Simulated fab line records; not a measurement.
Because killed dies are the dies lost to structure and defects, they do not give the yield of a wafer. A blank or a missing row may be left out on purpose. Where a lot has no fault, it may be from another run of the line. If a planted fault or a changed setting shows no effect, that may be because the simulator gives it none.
fab line records	flow n5_finfet
record lots=7	wafers=21	last_day=17
route steps=1938 shown BEOL_M1@826 BEOL_M4@1111
lots that met no fault: from a run of the same line without faults
start_h: hours from the record's opening day to when the first of the lot's shown wafers began	wait_h: hours since the lot's step before	" repeats the value in the row above	L1.1+2: several wafers, shown together as one row	- no value, or no start was given	* or withheld: withheld	< > ~ a bound
route shown NAME@n: a module of which the file shows steps, and the number in the route of the first	usual: average and standard deviation across the fault-free wafers	same: alike in all rows	chamber/n: place in a boat	sites: per-site readings	_std_site: the standard deviation of these	_edge_site: the outer-site mean with the inner-site mean subtracted	radius_mm: for every site, how far away it sits from the centre of the wafer	mask NAME#n: copy n	behind: tool/chamber where the wafer was last shaped	hold: why the lot went on hold/how many hours it stayed there/how the hold came to an end	device: transistor that didn't switch, given as n, p or np	end of line: tests of these same wafers at the route's end	where a step has no rows: the recipe by itself	killed: the dies lost at the first sort to structure and to defects; this is not the yield of the wafer	map: dies across one wafer; x = killed, . = not, _ = none there
set.NAME: the setting that was run; set.NAME@STEP: the one run at that earlier step	model.NAME: the simulator's own value behind a step, which no gauge read
lots at selected steps of the route; one table per step, one row per wafer
services: when a tool's chamber went out of use (start_h, in hours from the record's first day, below 0 if earlier), for how many hours, and the reason
## steps
# step N5_BEOL_M1_SPUTTER_92
# recipe material=Cu	target_thk_a=45	temp_c=-20	chamber_pressure_pa=0.07	power_w=withheld	time_s=8.29
# step N5_BEOL_M1_ANNEAL_93
# recipe temp_c=400	time_s=240	ambient=vacuum
# step N5_BEOL_M1_SPUTTER_94
# recipe material=Cu	target_thk_a=45	temp_c=-20	chamber_pressure_pa=0.07	power_w=withheld	time_s=8.29
# usual throttle_valve_pct=30.4/1.2
lot.wafer	tool	chamber	start_h	wait_h	throttle_valve_pct
L627.1	pvd_sputter-03	-	166.92	0.1	29.8
L627.3	"	-	"	"	32.9
L627.4	"	-	"	"	29.9
L628.1	pvd_sputter-01	-	168.64	0.1	28.3
L628.4	"	-	"	"	31.4
L628.5	"	-	"	"	30.7
L634.1	pvd_sputter-03	-	210.97	0.1	32.7
L634.2	"	-	"	"	29.6
L634.3	"	-	"	"	29.8
L637.1	pvd_sputter-02	-	217.79	0.1	29.3
L637.2	"	-	"	"	30.3
L637.6	"	-	"	"	31.5
L638.1	pvd_sputter-01	-	233.09	0.1	31.5
L638.5	"	-	"	"	28.5
L638.6	"	-	"	"	30.3
L641.2	pvd_sputter-01	-	247.13	0.1	28.2
L641.4	"	-	"	"	30.3
L641.5	"	-	"	"	28.5
L643.1	pvd_sputter-03	-	259.76	0.1	29.9
L643.4	"	-	"	"	29.4
L643.5	"	-	"	"	28.9
# step N5_BEOL_M1_ANNEAL_95
# recipe temp_c=400	time_s=240	ambient=vacuum
# usual heater_power_w=810/88
lot.wafer	tool	chamber	start_h	wait_h	heater_power_w
L627.1	pvd_sputter-03	-	167.00	0.0	823
L627.3	"	-	"	"	792
L627.4	"	-	"	"	863
L628.1	pvd_sputter-01	-	168.80	0.1	809
L628.4	"	-	"	"	856
L628.5	"	-	"	"	806
L634.1	pvd_sputter-03	-	211.05	0.0	764
L634.2	"	-	"	"	821
L634.3	"	-	"	"	855
L637.1	pvd_sputter-02	-	217.87	0.0	614
L637.2	"	-	"	"	854
L637.6	"	-	"	"	891
L638.1	pvd_sputter-01	-	233.25	0.1	867
L638.5	"	-	"	"	832
L638.6	"	-	"	"	616
L641.2	pvd_sputter-01	-	247.29	0.1	815
L641.4	"	-	"	"	632
L641.5	"	-	"	"	848
L643.1	pvd_sputter-03	-	259.84	0.0	841
L643.4	"	-	"	"	837
L643.5	"	-	"	"	873
# step N5_BEOL_M1_SPUTTER_96
# recipe material=Cu	target_thk_a=45	temp_c=-20	chamber_pressure_pa=0.07	power_w=withheld	time_s=8.29
# usual throttle_valve_pct=30.3/1.2
lot.wafer	tool	chamber	start_h	wait_h	throttle_valve_pct
L627.1	pvd_sputter-03	-	167.14	0.1	29.6
L627.3	"	-	"	"	32.7
L627.4	"	-	"	"	30.0
L628.1	pvd_sputter-01	-	169.08	0.1	28.2
L628.4	"	-	"	"	31.6
L628.5	"	-	"	"	30.4
L634.1	pvd_sputter-03	-	211.19	0.1	32.7
L634.2	"	-	"	"	29.4
L634.3	"	-	"	"	29.8
L637.1	pvd_sputter-02	-	218.01	0.1	29.3
L637.2	"	-	"	"	30.1
L637.6	"	-	"	"	31.5
L638.1	pvd_sputter-01	-	233.53	0.1	31.1
L638.5	"	-	"	"	28.4
L638.6	"	-	"	"	30.1
L641.2	pvd_sputter-01	-	247.57	0.1	28.3
L641.4	"	-	"	"	30.4
L641.5	"	-	"	"	28.2
L643.1	pvd_sputter-03	-	259.98	0.1	30.1
L643.4	"	-	"	"	30.0
L643.5	"	-	"	"	29.0
# step N5_BEOL_M1_ECD_50
# recipe material=Cu	target_thk_a=3000
# step N5_BEOL_M1_ANNEAL_51
# recipe temp_c=225	time_s=90	ambient=N2
# usual wafer_temp_C_max=226.6/0.45
lot.wafer	tool	chamber	start_h	wait_h	wafer_temp_C_max
L627.1	rtp_anneal-01	0	167.34	0.1	226.0
L627.3	"	0	"	"	225.9
L627.4	"	0	"	"	226.1
L628.1	rtp_anneal-02	0	169.36	0.1	226.5
L628.4	"	0	"	"	226.5
L628.5	"	0	"	"	226.5
L634.1	rtp_anneal-02	0	211.39	0.1	227.0
L634.2	"	0	"	"	226.3
L634.3	"	0	"	"	226.6
L637.1	rtp_anneal-02	0	218.21	0.1	226.4
L637.2	"	0	"	"	227.0
L637.6	"	0	"	"	226.6
L638.1	rtp_anneal-02	0	233.81	0.1	227.1
L638.5	"	0	"	"	227.0
L638.6	"	0	"	"	226.9
L641.2	rtp_anneal-01	0	247.89	0.1	225.9
L641.4	"	0	"	"	226.2
L641.5	"	0	"	"	226.3
L643.1	rtp_anneal-02	0	260.19	0.1	226.7
L643.4	"	0	"	"	227.2
L643.5	"	0	"	"	226.9
# step N5_BEOL_M1_CMP_52
# recipe stop_on=SiOC	t_overpolish_s=6.8	down_force_psi=1	platen_rpm=50	clearing_platen_down_force_psi=1.5	clearing_platen_rpm=50	post_cmp_clean=cu_alkaline	target_thk_nm=40	clearing_platen_pad_velocity_m_s=0.99484	pad_velocity_m_s=0.99484
# step N5_BEOL_M1_THK_MEAS_53
# recipe thk_meas_gauge=xrf	reads=Cu_of_BEOL_M1_ECD_50
# usual M1_THK=40.1/1.5
lot.wafer	tool	chamber	start_h	wait_h	M1_THK[nm]
L627.1	film_metro-02	-	167.93	-	41.0
L627.3	"	-	"	"	41.4
L627.4	"	-	"	"	40.7
L628.1	film_metro-01	-	169.96	-	38.4
L628.4	"	-	"	"	41.2
L628.5	"	-	"	"	40.3
L634.1	film_metro-02	-	211.98	-	41.2
L634.2	"	-	"	"	38.5
L634.3	"	-	"	"	41.5
L637.1	film_metro-02	-	218.80	-	39.4
L637.2	"	-	"	"	38.5
L637.6	"	-	"	"	41.5
L638.1	film_metro-01	-	234.41	-	40.1
L638.5	"	-	"	"	41.3
L638.6	"	-	"	"	40.0
L641.2	film_metro-01	-	248.43	-	39.9
L641.4	"	-	"	"	39.6
L641.5	"	-	"	"	41.1
L643.1	film_metro-02	-	260.78	-	38.6
L643.4	"	-	"	"	40.2
L643.5	"	-	"	"	37.7
# step N5_BEOL_M1_PRE_CLEAN_60
# recipe gas=NH3/H2	time_s=15	temp_c=*	rf_power_w=300
# usual heater_power_w=87/15
lot.wafer	tool	chamber	start_h	wait_h	heater_power_w
L627.1	cvd_co-02	2	167.96	0.0	87
L627.3	"	1	"	"	73
L627.4	"	2	"	"	91
L628.1	cvd_co-01	0	170.00	0.0	119
L628.4	"	0	"	"	118
L628.5	"	1	"	"	74
L634.1	cvd_co-02	0	212.07	0.1	91
L634.2	"	2	"	"	89
L634.3	"	1	"	"	73
L637.1	cvd_co-02	1	218.84	0.0	73
L637.2	"	0	"	"	96
L637.6	"	2	"	"	90
L638.1	cvd_co-01	1	234.44	0.0	76
L638.5	"	0	"	"	122
L638.6	"	1	"	"	76
L641.2	cvd_co-02	1	248.47	0.0	73
L641.4	"	2	"	"	88
L641.5	"	1	"	"	73
L643.1	cvd_co-01	0	260.82	0.0	119
L643.4	"	1	"	"	76
L643.5	"	2	"	"	77
# step N5_BEOL_M1_CO_CAP_55
# recipe material=Co	target_thk_a=20	temp_c=200	precursor=CCTBA/H2	pressure_torr=30	time_s=102.1
# step N5_BEOL_M1_PRE_CLEAN_56
# recipe gas=NH3	time_s=15	temp_c=withheld	rf_power_w=300
# step N5_BEOL_M1_DEP_57
# recipe material=SiCN	target_thk_a=80	temp_c=withheld	precursor=3MS/NH3	pressure_torr=3	rf_w=202	time_s=14
# usual showerhead_plenum_p_Torr=3.659/0.011	throttle_valve_pct=9.1/0.44
lot.wafer	tool	chamber	start_h	wait_h	showerhead_plenum_p_Torr	throttle_valve_pct	model.SiCN_of_BEOL_M1_DEP_57.thk_nm
L627.1	pecvd-01	2	168.12	0.0	3.652	8.9	7.8
L627.3	"	1	"	"	3.669	9.3	7.8
L627.4	"	0	"	"	3.644	8.6	8
L628.1	pecvd-02	2	170.15	0.0	3.633	9.1	7.8
L628.4	"	2	"	"	3.643	9.2	8
L628.5	"	0	"	"	3.676	8.6	8
L634.1	pecvd-02	1	212.24	0.0	3.656	9.5	7.8
L634.2	"	0	"	"	3.673	8.7	13.6
L634.3	"	0	"	"	3.675	8.8	7.8
L637.1	pecvd-02	0	219.00	0.0	3.669	8.9	7.8
L637.2	"	1	"	"	3.664	9.3	14
L637.6	"	0	"	"	3.671	8.6	14
L638.1	pecvd-02	1	234.60	0.0	3.659	9.4	8
L638.5	"	2	"	"	3.633	8.7	8
L638.6	"	1	"	"	3.669	9.6	14.2
L641.2	pecvd-03	2	248.63	0.0	3.672	8.6	8
L641.4	"	1	"	"	3.662	9.5	8.2
L641.5	"	2	"	"	3.668	9.0	8.2
L643.1	pecvd-03	1	260.98	0.0	3.666	9.3	8.2
L643.4	"	2	"	"	3.670	9.0	8.2
L643.5	"	1	"	"	3.666	9.6	8.2
# step N5_BEOL_M1_RS_MEAS_58
# recipe thk_meas_gauge=four-point-probe	reads=Co_of_BEOL_M1_CO_CAP_55+Cu_of_BEOL_M1_ECD_50+Co_of_BEOL_M1_CVD_47+TaN_of_BEOL_M1_ALD_84
# usual M1_RS=0.68/0.033
lot.wafer	tool	chamber	start_h	wait_h	M1_RS[ohm/sq]
L627.1	film_metro-02	-	168.19	0.0	0.67
L627.3	"	-	"	"	0.65
L627.4	"	-	"	"	0.67
L628.1	film_metro-01	-	170.22	0.0	0.72
L628.4	"	-	"	"	0.66
L628.5	"	-	"	"	0.67
L634.1	film_metro-02	-	212.32	0.1	0.66
L634.2	"	-	"	"	0.72
L634.3	"	-	"	"	0.65
L637.1	film_metro-02	-	219.09	0.1	0.69
L637.2	"	-	"	"	0.71
L637.6	"	-	"	"	0.65
L638.1	film_metro-01	-	234.67	0.0	0.67
L638.5	"	-	"	"	0.64
L638.6	"	-	"	"	0.68
L641.2	film_metro-02	-	248.70	0.1	0.69
L641.4	"	-	"	"	0.70
L641.5	"	-	"	"	0.67
L643.1	film_metro-01	-	261.04	0.0	0.72
L643.4	"	-	"	"	0.68
L643.5	"	-	"	"	0.73
# step N5_BEOL_M4_RC_MEAS_101
# usual DIBL_N=36.2/1.2	DIBL_P=36.3/1.3	IOFF_N=0.155/0.019	IOFF_P=0.210/0.029	ION_N=677/8.6	ION_P=465/6.8	SS_N=71.4/0.48	SS_P=73.2/0.53	VT_N=249.9/2.4	VT_P=-250/3.2
lot.wafer	tool	chamber	start_h	wait_h	DIBL_N[mV/V]	DIBL_P[mV/V]	IOFF_N[nA/um]	IOFF_P[nA/um]	ION_N[uA/um]	ION_P[uA/um]	SS_N[mV/dec]	SS_P[mV/dec]	VT_N[mV]	VT_P[mV]
L627.1	prober-02	0	206.20	0.0	36.9	36.5	0.152	0.180	675	457	71.5	73.3	248.5	-254
L627.3	"	0	"	"	37.6	36.8	0.162	0.193	691	466	71.5	73.7	252.0	-254
L627.4	"	0	"	"	38.6	39.0	0.188	0.228	676	464	72.0	73.7	248.4	-252
L628.1	prober-02	0	216.13	0.0	34.9	35.8	0.154	0.217	693	471	71.2	72.6	249.1	-247
L628.4	"	0	"	"	34.4	34.1	0.138	0.199	679	464	71.4	73.3	249.7	-249
L628.5	"	0	"	"	36.1	37.7	0.175	0.253	686	480	71.2	73.4	246.2	-248
L634.1	prober-01	0	261.21	0.0	35.4	35.3	0.139	0.187	673	464	71.3	73.1	251.9	-252
L634.2	"	0	"	"	37.4	37.7	0.161	0.215	664	456	71.4	73.3	250.3	-250
L634.3	"	0	"	"	37.6	37.4	0.159	0.215	668	460	72.2	73.5	250.5	-250
L637.1	prober-01	0	265.34	0.0	36.1	37.4	0.172	0.262	693	477	70.8	73.1	246.9	-245
L637.2	"	0	"	"	36.1	37.2	0.172	0.261	685	477	71.6	72.7	249.3	-244
L637.6	"	0	"	"	35.6	35.8	0.153	0.229	679	465	71.8	72.3	249.8	-249
L638.1	prober-01	0	280.71	0.0	35.1	35.7	0.141	0.174	672	456	71.4	73.3	253.6	-255
L638.5	"	0	"	"	34.8	34.8	0.125	0.171	658	455	71.3	73.1	253.4	-255
L638.6	"	0	"	"	35.8	35.9	0.143	0.172	659	451	72.1	72.5	250.9	-257
L641.2	prober-02	0	285.07	0.2	35.9	36.4	0.171	0.222	679	466	71.4	73.7	246.4	-249
L641.4	"	0	"	"	34.9	35.4	0.147	0.206	673	465	71.1	73.6	248.3	-249
L641.5	"	0	"	"	34.3	34.5	0.136	0.191	675	464	71.1	72.9	251.9	-250
L643.1	prober-02	0	308.00	0.0	36.2	34.6	0.127	0.179	657	455	71.8	72.6	254.6	-251
L643.4	"	0	"	"	38.5	38.3	0.184	0.237	684	466	72.1	73.5	246.3	-250
L643.5	"	0	"	"	36.4	34.6	0.132	0.179	663	458	70.8	71.6	250.5	-254
## services
tool	chamber	start_h	hours	kind
rtp_anneal-01	-	145.39	6.2	pm
pvd_sputter-01	-	146.86	5.2	repair
pecvd-01	2	152.71	5.5	scheduled_down
pecvd-01	-	168.97	1.6	repair
cvd_co-02	-	185.61	0.4	repair
cvd_co-02	2	198.84	5.5	repair
pecvd-02	2	202.38	-	clean
pecvd-02	2	202.38	-	consumable_replace:showerhead
pecvd-02	2	202.38	29.0	scheduled_down
pecvd-02	2	202.38	29.0	vent_cycle
pecvd-03	1	210.96	3.6	repair
cvd_co-01	-	216.40	0.4	repair
cvd_co-01	-	247.49	6.9	pm
pecvd-03	-	258.24	0.9	repair
## key
first_sign none at tools or gauges
model_effect step=N5_BEOL_M1_DEP_57	value=SiCN_of_BEOL_M1_DEP_57.thk_nm	without=7.85	struck=13.95
met_at N5_BEOL_M1_DEP_57
struck_wafers L634.2,L637.2,L637.6,L638.6
onset_between 170.15 212.24
fault kind=process_parameter_drift	tool=pecvd-02	chamber=-	onset_h=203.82	steps=N5_BEOL_M1_DEP_57	channel=time_s	offset=*	shape=step	end_h=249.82	scope=struck_wafers_only	acts_in=*	stated=*
